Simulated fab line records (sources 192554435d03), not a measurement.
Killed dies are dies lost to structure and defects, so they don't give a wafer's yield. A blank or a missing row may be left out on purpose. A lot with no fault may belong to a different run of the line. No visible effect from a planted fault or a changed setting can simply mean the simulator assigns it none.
A struck lot beside a sound one | flow n5 finfet | 41 out of 1938 route steps
Sound: the wafers L924.3, L924.4, L924.6. Struck: wafer L932.5. (L932.1 of the same lot was not struck and is left out.) The cause comes at the end.
For every step that has rows: the tool of each side, followed by ch and its chambers, followed by its first start. Under that, the readings that differ: sound wafers | struck wafers | difference of the means | sigmas: that difference in standard deviations of wafers without a fault.
alike: readings whose means differ by less than 2 such deviations, and words and numbers that are the same on both sides. not compared: withheld readings, readings that some wafer has no value for, bounds like >300 that may hide the same value, and numbers for which the record gives no deviation and whose values overlap.
Wherever a step has rows on one side only, a row that says differs or no value, or a row with sigmas, the two part there. Numbers that don't overlap but have no deviation are shown without sigmas and don't part them. A reading that every wafer of one side lacks parts them only if that side has two wafers or more.

first, 11 steps without rows for these wafers: N5_HKMG_FIN_WET_ETCH_65 (etches a-Si in TMAH, stops on TiN, time 49 s, target depth 3 nm); N5_HKMG_FIN_WET_ETCH_81 (etches TiN in SC1, stops on HfO2, time 57 s, target depth 6 nm); N5_HKMG_FIN_WET_ETCH_82 (etches La2O3 in dHCl, stops on HfO2, target depth 2 nm, rinse time 30 s); N5_HKMG_FIN_ALD_36 (deposits TiN, target thk 1 nm, pulse time 1 s, purge time 3 s); N5_HKMG_FIN_PWFM_ALD_03 (deposits TiN, target thk 2 nm, pulse time 1 s, purge time 3 s); N5_HKMG_FIN_COAT_29 (time 60 s, resist thk 300 nm); N5_HKMG_FIN_COAT_30 (time 60 s, resist thk 35 nm); N5_HKMG_FIN_COAT_06 (resist thk 90 nm); N5_HKMG_FIN_EBR_08; N5_HKMG_FIN_SOFTBAKE_07 (time 60 s); N5_HKMG_FIN_EXPOSE_09 (exposes mask NWFM).
N5_HKMG_FIN_PEB_10: peb time 60 s.
  sound on litho track-03 ch 0, day 4 20:00; struck on litho track-03 ch 0, day 7 00:34
then, 1 step without rows for these wafers: N5_HKMG_FIN_DEVELOP_11 (develop time 30 s).
N5_HKMG_FIN_CD_MEAS_12: the cd target is 92.8 nm.
  sound on cd sem-01 ch 0, day 4 20:04; struck on cd sem-01 ch 0, day 7 00:38
  reading    | sound          | struck | difference | sigmas
  cd nm (nm) | 93.4 93.5 93.2 | 52.9   | -40.5      | -72
then, 25 steps without rows for these wafers: N5_HKMG_FIN_DESCUM_17 (chemistry O2, time 7.9 s); N5_HKMG_FIN_ETCH_31 (etches SiARC in CF4, target depth 45.5 nm, time 75.8 s); N5_HKMG_FIN_ETCH_32 (etches SOC in N2/H2, target depth 240 nm, time 300 s); N5_HKMG_FIN_STRIP_33 (strips in N2/H2); N5_HKMG_FIN_STRIP_34 (strips in CF4); N5_HKMG_FIN_ETCH_35 (etches SOC in N2/H2, target depth 215.8 nm, time 243.4 s); N5_HKMG_FIN_STRIP_92 (strips SOC in N2/H2, time 20 s); N5_HKMG_FIN_WET_ETCH_18 (etches TiN in SC1, time 55 s, target depth 5.2 nm, rinse time 30 s); N5_HKMG_FIN_STRIP_19 (strips in N2/H2, time 360 s); N5_HKMG_FIN_ALD_91 (deposits TiN, target thk 1 nm, pulse time 1 s, purge time 3 s); N5_HKMG_FIN_COAT_85 (time 60 s, resist thk 300 nm); N5_HKMG_FIN_ETCH_86 (etches SOC in N2/H2, stops on TiN, target depth 393.2 nm); N5_HKMG_FIN_STRIP_89 (strips SOC in N2/H2, time 20 s); N5_HKMG_FIN_WET_ETCH_87 (etches TiN in SC1, time 154.2 s, target depth 4.7 nm, rinse time 30 s); N5_HKMG_FIN_STRIP_88 (strips in N2/H2, time 360 s); N5_HKMG_FIN_NWFM_ALD_20 (deposits TiAlC, target thk 2 nm, pulse time 3 s, purge time 2 s); N5_HKMG_FIN_ALD_71 (deposits TiN, target thk 1 nm, pulse time 1 s, purge time 3 s); N5_HKMG_FIN_COAT_66 (time 60 s, resist thk 300 nm); N5_HKMG_FIN_ETCH_67 (etches SOC in N2/H2, stops on TiN, target depth 388.9 nm); N5_HKMG_FIN_STRIP_90 (strips SOC in N2/H2, time 20 s); N5_HKMG_FIN_WET_ETCH_73 (etches the open film in SC1, time 42.3 s, target depth 1.3 nm, rinse time 30 s); N5_HKMG_FIN_ETCHBACK_68 (etches the open film in Cl2/Ar, stops on HfO2, target depth 0.5 nm); N5_HKMG_FIN_STRIP_69 (strips in N2/H2, time 360 s); N5_HKMG_FIN_ALD_21 (deposits TiN, target thk 1.5 nm, pulse time 1 s, purge time 3 s); N5_HKMG_FIN_ALD_72 (deposits W, target thk 2 nm, pulse time 1 s, purge time 2 s).
N5_BEOL_M4_RC_MEAS_101:
  the record has rows for the sound wafers here (prober-01 ch 0, day 8 17:34) and none for the struck ones
-- the record jumps here: 8 days lie between the struck wafers' starts before and after (it left off in module BEOL_M4 and takes up again in module PASSIVATION, whose first step shown is number 1936 of the route) --
N5_PASSIVATION_PROBE_49:
  sound on prober-01, day 13 04:19; struck on prober-01, day 14 17:47
  reading                  | sound          | struck | difference | sigmas
  defect limited yield (%) | 88.3 88.9 90.3 | 0      | -89        | -59
  killed at front end      | 82 35 45       | 1110   | +1056      | +96
  killed dies              | 138 131 115    | 1180   | +1052      | +58
  killed on rim            | 15 17 16       | 152    | +136       | +33
  sort_bin_5_function (%)  | 7.7 6.2 5.4    | 96.1   | +89.7      | +82
  sort n pass              | 1042 1049 1065 | 0      | -1052      | -58
  sort yield pct (%)       | 88.3 88.9 90.3 | 0      | -89        | -59
  alike: killed_at_M0_to_M3, killed_at_M4_up, killed at contacts, killed at other, killed open, killed short, sort_bin_4_leakage, sort_bin_6_memory

## WHERE THEY PART
Last at N5_PASSIVATION_PROBE_49 as far as this record goes, first at N5_HKMG_FIN_CD_MEAS_12.

WHY: whatever the simulator had introduced
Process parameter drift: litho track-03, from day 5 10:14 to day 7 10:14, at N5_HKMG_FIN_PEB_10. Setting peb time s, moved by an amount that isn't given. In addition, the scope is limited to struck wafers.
